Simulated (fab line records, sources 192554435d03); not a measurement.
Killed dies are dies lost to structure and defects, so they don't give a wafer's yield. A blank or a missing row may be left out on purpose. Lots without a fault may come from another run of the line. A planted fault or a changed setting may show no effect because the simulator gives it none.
Which tool did it? | flow n5_finfet | 7 lots, 21 wafers sampled, at 7 steps of a route of 1938

WHAT THE GAUGES READ, wafer by wafer
N5_BEOL_M2_CD_MEAS_18: pitch 36 nm, target cd 18 nm.
lot  | measured     | on        | cd_nm (nm)
L319 | day 7 12:15  | cd_sem-02 | 17.5 17.6 17.5
L326 | day 9 17:19  | cd_sem-03 | - - -
L329 | day 10 00:26 | cd_sem-01 | 18.3 18.7 18.0
L328 | day 10 02:50 | cd_sem-03 | - - -
L333 | day 10 17:12 | cd_sem-03 | 18.1 18.0 17.3
L337 | day 11 22:45 | cd_sem-01 | 18.2 17.5 18.0
L339 | day 12 10:59 | cd_sem-03 | 18.8 18.0 18.4

WHICH TOOL RAN EACH LOT (tool, then ch and the chambers of the sampled wafers, then the start)
lot  | N5_BEOL_M2_PECVD_72             | N5_BEOL_M2_ETCH_63                 | N5_BEOL_M2_ETCH_64                 | N5_BEOL_M2_STRIP_66                | N5_BEOL_M2_HM_OPEN_17             | N5_BEOL_M2_STRIP_19
L319 | pecvd-01 ch 0,1,2, day 7 07:59  | rie_diel-05 ch 1,2, day 7 11:50    | rie_diel-05 ch 1,2, day 7 11:52    | rie_diel-05 ch 1,2, day 7 12:00    | rie_metal-02 ch 0,1, day 7 12:02  | rie_diel-04 ch 0,1, day 7 12:11
L326 | pecvd-01 ch 0,2, day 9 13:30    | rie_diel-05 ch 0,1, day 9 16:56    | rie_diel-05 ch 0,1, day 9 16:58    | rie_diel-05 ch 0,1, day 9 17:06    | rie_metal-02 ch 0,1, day 9 17:10  | rie_diel-04 ch 0,1,3, day 9 17:15
L329 | pecvd-02 ch 1,2, day 9 22:21    | rie_diel-04 ch 0,1,2, day 10 00:02 | rie_diel-04 ch 0,1,2, day 10 00:03 | rie_diel-04 ch 0,1,2, day 10 00:11 | rie_metal-03 ch 0,1, day 10 00:14 | rie_diel-01 ch 0,1, day 10 00:20
L328 | pecvd-01 ch 0,1,2, day 10 01:28 | rie_diel-05 ch 1,2, day 10 02:27   | rie_diel-05 ch 1,2, day 10 02:28   | rie_diel-05 ch 1,2, day 10 02:37   | rie_metal-02 ch 0,1, day 10 02:41 | rie_diel-04 ch 1,2, day 10 02:46
L333 | pecvd-02 ch 0,1,2, day 10 15:00 | rie_diel-01 ch 1,2,3, day 10 16:37 | rie_diel-01 ch 1,2,3, day 10 16:39 | rie_diel-01 ch 1,2,3, day 10 16:47 | rie_metal-01 ch 0,1, day 10 16:51 | rie_diel-01 ch 1,2, day 10 17:08
L337 | pecvd-03 ch 0,2, day 11 18:40   | rie_diel-05 ch 0,1,3, day 11 22:17 | rie_diel-05 ch 0,1,3, day 11 22:19 | rie_diel-05 ch 0,1,3, day 11 22:26 | rie_metal-01 ch 1, day 11 22:29   | rie_diel-01 ch 0,1,3, day 11 22:41
L339 | pecvd-03 ch 0,2, day 12 07:20   | rie_diel-04 ch 0,1,2, day 12 10:35 | rie_diel-04 ch 0,1,2, day 12 10:37 | rie_diel-04 ch 0,1,2, day 12 10:45 | rie_metal-01 ch 0,1, day 12 10:48 | rie_diel-04 ch 0,2,3, day 12 10:55
- N5_BEOL_M2_PECVD_72: deposits SiO2 from TEOS/O2, target thk 16 nm, time 18 s.
- N5_BEOL_M2_ETCH_63: etches SiARC in CF4, target depth 15.6 nm, time 26 s.
- N5_BEOL_M2_ETCH_64: etches SOC in N2/H2, target depth 75 nm, overetch 22.5 nm, time 121.9 s.
- N5_BEOL_M2_STRIP_66: strips in CF4.
- N5_BEOL_M2_HM_OPEN_17: chemistry Cl2/BCl3, target TiN, target depth 20 nm, overetch 6 nm.
- N5_BEOL_M2_STRIP_19: strips in O2.

THE ANSWER, worked out from the rows above alone
Rule: what is usual is taken from the lots themselves. Put in order of their means at a reading, lots are off if they are a third of the lots or fewer, leave a main group of 4 or more, and stand apart from it by a gap of 3 or more times the standard deviation of the main group's means; of several such gaps the widest counts. A main group whose means are all the same, to the digits that the tables above print for the reading, isn't used. A lot without any number at a reading at which 4 lots or more have one is off too. The other lots that the step has rows for count as sound.
Off: L326, L328, at N5_BEOL_M2_CD_MEAS_18 (cd_nm). Without a number there: L326, L328. The main group: mean 18.0 nm, standard deviation 0.33.
A tool fits if, at a process step before that reading, it ran every lot that is off, and no sound lot after the first of them. The gauges at N5_BEOL_M2_CD_MEAS_18 are tried like those tools. Can't be told from this: 2 tools fit, pecvd-01 at N5_BEOL_M2_PECVD_72, rie_metal-02 at N5_BEOL_M2_HM_OPEN_17.

WHAT THE SIMULATOR HAD PUT IN
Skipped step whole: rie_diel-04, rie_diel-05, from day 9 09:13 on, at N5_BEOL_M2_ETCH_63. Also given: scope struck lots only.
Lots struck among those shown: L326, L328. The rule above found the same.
